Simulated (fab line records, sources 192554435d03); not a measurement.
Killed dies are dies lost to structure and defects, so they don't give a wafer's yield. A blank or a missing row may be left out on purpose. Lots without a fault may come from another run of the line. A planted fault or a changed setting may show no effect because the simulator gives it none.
A struck lot beside a sound one | flow n5_finfet | 15 steps out of a route of 1938
Sound: wafers L607.1, L607.3, L607.6. Struck: wafers L603.1, L603.2, L603.3. The cause comes at the end.
At each step with rows: each side's tool, then ch and its chambers, then its first start. Under that, the readings that differ: sound wafers | struck wafers | difference of the means | sigmas: that difference in standard deviations of wafers without a fault.
alike: readings whose means differ by less than 2 such deviations, and words and numbers that are the same on both sides. not compared: withheld readings, readings that some wafer has no value for, bounds like >300 that may hide the same value, and numbers for which the record gives no deviation and whose values overlap.
The two part at a step that has a row with sigmas, a row that says differs or no value, or rows on one side only. Numbers that don't overlap but have no deviation are shown without sigmas and don't part them. A reading that every wafer of one side lacks parts them only if that side has two wafers or more.

first, 5 steps without rows for these wafers: N5_PASSIVATION_SOFTBAKE_39 (time 120 s); N5_PASSIVATION_EXPOSE_41 (exposes mask PASS OPEN, defocus 0 nm, target cd 40000 nm); N5_PASSIVATION_PEB_42; N5_PASSIVATION_DEVELOP_43 (develop time 60 s); N5_PASSIVATION_HARDBAKE_45 (time 120 s).
N5_PASSIVATION_CD_MEAS_44: target cd 40000 nm.
  sound on cd_sem-01 ch 0, day 17 03:24; struck on cd_sem-03 ch 0, day 15 13:25
  alike: cd_nm
N5_PASSIVATION_OVL_MEAS_66:
  sound on overlay-01 ch 0, day 17 03:26; struck on overlay-01 ch 0, day 15 13:27
  alike: PASS_OPEN_OVL
N5_PASSIVATION_INSPECT_67: inspects for defects (macro).
  sound on defect_inspect-01, day 17 03:27; struck on defect_inspect-02, day 15 13:29
  alike: raw_defect_count
N5_PASSIVATION_DESCUM_46: chemistry O2, time 7.9 s.
  sound on rie_diel-05 ch 0,1,2, day 17 03:40; struck on rie_diel-04 ch 0,1,2, day 15 13:53
  alike: drypump_motor_current_A, oes_product_au, rf_vpp_V, showerhead_plenum_p_Torr, throttle_valve_pct
  not compared: rf_hours_counter_h
N5_PASSIVATION_PASS_ETCH_47: etches SiNx in CF4/O2, target depth 770 nm, time 385 s.
  sound on rie_diel-05 ch 0,1,2, day 17 03:41; struck on rie_diel-04 ch 0,1,2, day 15 13:55
  alike: drypump_motor_current_A, oes_product_au, rf_vpp_V, showerhead_plenum_p_Torr, throttle_valve_pct
  not compared: rf_hours_counter_h
N5_PASSIVATION_ETCH_54: etches SiO2 in CHF3/O2, target depth 880 nm, time 440 s.
  sound on rie_diel-05 ch 0,1,2, day 17 03:55; struck on rie_diel-04 ch 0,1,2, day 15 14:09
  alike: drypump_motor_current_A, oes_product_au, rf_vpp_V, showerhead_plenum_p_Torr, throttle_valve_pct
  not compared: rf_hours_counter_h
N5_PASSIVATION_STRIP_48: strips in O2.
  sound on rie_diel-05 ch 0,1,2, day 17 04:13; struck on rie_diel-04 ch 0,1,2, day 15 14:26
  alike: chamber_pressure_mTorr, drypump_motor_current_A, oes_product_au, rf_vpp_V, showerhead_plenum_p_Torr, throttle_valve_pct
  not compared: rf_hours_counter_h
N5_PASSIVATION_STRIP_52: strips in post etch residue remover, time 1200 s.
  sound on wet_bench-03 ch 2,4,7, day 17 04:17; struck on wet_bench-03 ch 0,6,7, day 15 14:30
  no value came back on the struck wafers for bath_guard_temp_C (C), bath_heat_duty_pct (%); on the sound wafers bath_guard_temp_C (C) reads 72.5 72.6 72.6
then, 1 step without rows for these wafers: N5_PASSIVATION_CLEAN_71 (cleans in IPA, time 180 s).
N5_PASSIVATION_PROBE_49:
  the record has rows for the sound wafers here (prober-02, day 17 06:43) and none for the struck ones

WHERE THEY PART
First at N5_PASSIVATION_STRIP_52; last, within this record, at N5_PASSIVATION_PROBE_49.

WHY: what the simulator had put in
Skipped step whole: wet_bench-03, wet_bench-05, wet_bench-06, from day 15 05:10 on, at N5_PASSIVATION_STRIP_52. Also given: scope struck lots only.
